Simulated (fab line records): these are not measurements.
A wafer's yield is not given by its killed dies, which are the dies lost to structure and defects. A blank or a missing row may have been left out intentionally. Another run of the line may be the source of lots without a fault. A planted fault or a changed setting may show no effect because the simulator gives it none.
Check of tool commonality + flow n5Finfet + Lots sampled 10, wafers sampled 30

== WHY IT WAS OPENED ==
At N5_BEOL_M9_INSPECT_58 the reading rawDefectCount is flagged on 2 of 10 lots. Fault-free wafers read 76, with a standard deviation of 25.
Rule: flag the lot when none of its wafers has a number, or when each of its wafers that has one lies beyond 4 standard deviations from that mean. The other lots count as sound.

| lot  | measured     | on               | rawDefectCount, wafer by wafer | flag    |
|------|--------------|------------------|--------------------------------|---------|
| L138 | day 9 16:27  | defectInspect-01 | 86 75 52                       |         |
| L139 | day 9 22:22  | defectInspect-01 | 58 70 48                       |         |
| L145 | day 11 14:38 | defectInspect-02 | 392 417 356                    | FLAGGED |
| L146 | day 12 02:34 | defectInspect-02 | 463 409 473                    | FLAGGED |
| L151 | day 13 06:40 | defectInspect-02 | 59 73 65                       |         |
| L155 | day 14 16:17 | defectInspect-02 | 103 71 54                      |         |
| L156 | day 14 16:44 | defectInspect-01 | 65 106 89                      |         |
| L161 | day 15 18:59 | defectInspect-01 | 41 122 57                      |         |
| L159 | day 15 21:30 | defectInspect-02 | 82 51 47                       |         |
| L160 | day 15 21:43 | defectInspect-02 | 93 70 72                       |         |
Average over the flagged lots: 418; offset from the usual +342, equal to +14 standard deviations.

== EACH LOT AND THE TOOL IT RAN ON ==
The record holds 2 process steps before the reading, out of a route of 1938 steps. Read each cell as the tool, then ch plus the chambers that the sampled wafers visited, then the start.
| lot  | flag    | N5_BEOL_M9_ANNEAL_51            | N5_BEOL_M9_CMP_52             |
|------|---------|---------------------------------|-------------------------------|
| L138 |         | rtpAnneal-01 ch 0, day 9 15:41  | cmp-02 ch 1,2,3, day 9 16:04  |
| L139 |         | rtpAnneal-01 ch 0, day 9 21:36  | cmp-02 ch 1,2,3, day 9 21:54  |
| L145 | FLAGGED | rtpAnneal-01 ch 0, day 11 13:58 | cmp-02 ch 0,2,3, day 11 14:13 |
| L146 | FLAGGED | rtpAnneal-02 ch 0, day 12 01:48 | cmp-02 ch 0,2,3, day 12 02:10 |
| L151 |         | rtpAnneal-01 ch 0, day 13 05:52 | cmp-04 ch 0,1,3, day 13 06:15 |
| L155 |         | rtpAnneal-01 ch 0, day 14 15:32 | cmp-02 ch 0,2, day 14 15:52   |
| L156 |         | rtpAnneal-01 ch 0, day 14 16:01 | cmp-02 ch 0,2,3, day 14 16:17 |
| L161 |         | rtpAnneal-02 ch 0, day 15 18:13 | cmp-04 ch 0,1,2, day 15 18:31 |
| L159 |         | rtpAnneal-02 ch 0, day 15 20:50 | cmp-02 ch 1,2, day 15 21:02   |
| L160 |         | rtpAnneal-01 ch 0, day 15 20:54 | cmp-02 ch 1,3, day 15 21:16   |
These steps, and what they do:
- N5_BEOL_M9_ANNEAL_51: time 90 s.
- N5_BEOL_M9_CMP_52: polishes, stops on SiCOH lowk, t overpolish 7 s, target thk 140 nm.
- N5_BEOL_M9_INSPECT_58: inspects for defects (darkfield).

== FLAGGED OVER TOTAL, TOOL BY TOOL (the gauges that took the reading come last) ==
| step                  | tool             | lots run | flagged | share of the flagged lots | sound lots run after its first flagged lot |
|-----------------------|------------------|----------|---------|---------------------------|--------------------------------------------|
| N5_BEOL_M9_ANNEAL_51  | rtpAnneal-01     | 7        | 1       | some                      | 4 (L151,L155,L156,L160)                    |
| N5_BEOL_M9_ANNEAL_51  | rtpAnneal-02     | 3        | 1       | some                      | 2 (L161,L159)                              |
| N5_BEOL_M9_CMP_52     | cmp-02           | 8        | 2       | all                       | 4 (L155,L156,L159,L160)                    |
| N5_BEOL_M9_CMP_52     | cmp-04           | 2        | 0       | none                      | -                                          |
| N5_BEOL_M9_INSPECT_58 | defectInspect-01 | 4        | 0       | none                      | -                                          |
| N5_BEOL_M9_INSPECT_58 | defectInspect-02 | 6        | 2       | all                       | 4 (L151,L155,L159,L160)                    |

== WHAT THE TABLE ALLOWS ==
In 2 table rows, all flagged lots were run: cmp-02 (N5_BEOL_M9_CMP_52), defectInspect-02 (N5_BEOL_M9_INSPECT_58).
- cmp-02 at N5_BEOL_M9_CMP_52: 2 of its 8 lots flagged. Sound lots followed the first flagged one (L155, L156, L159, L160) on it, something a lasting fault affecting the whole tool could not allow.
- defectInspect-02 at N5_BEOL_M9_INSPECT_58: 2 of its 6 lots flagged. Sound lots followed the first flagged one (L151, L155, L159, L160) on it, something a lasting fault affecting the whole tool could not allow.
None of the table's rows ran every flagged lot and, after the first, no sound lot.

== WHAT THE SIMULATOR HAD INSERTED ==
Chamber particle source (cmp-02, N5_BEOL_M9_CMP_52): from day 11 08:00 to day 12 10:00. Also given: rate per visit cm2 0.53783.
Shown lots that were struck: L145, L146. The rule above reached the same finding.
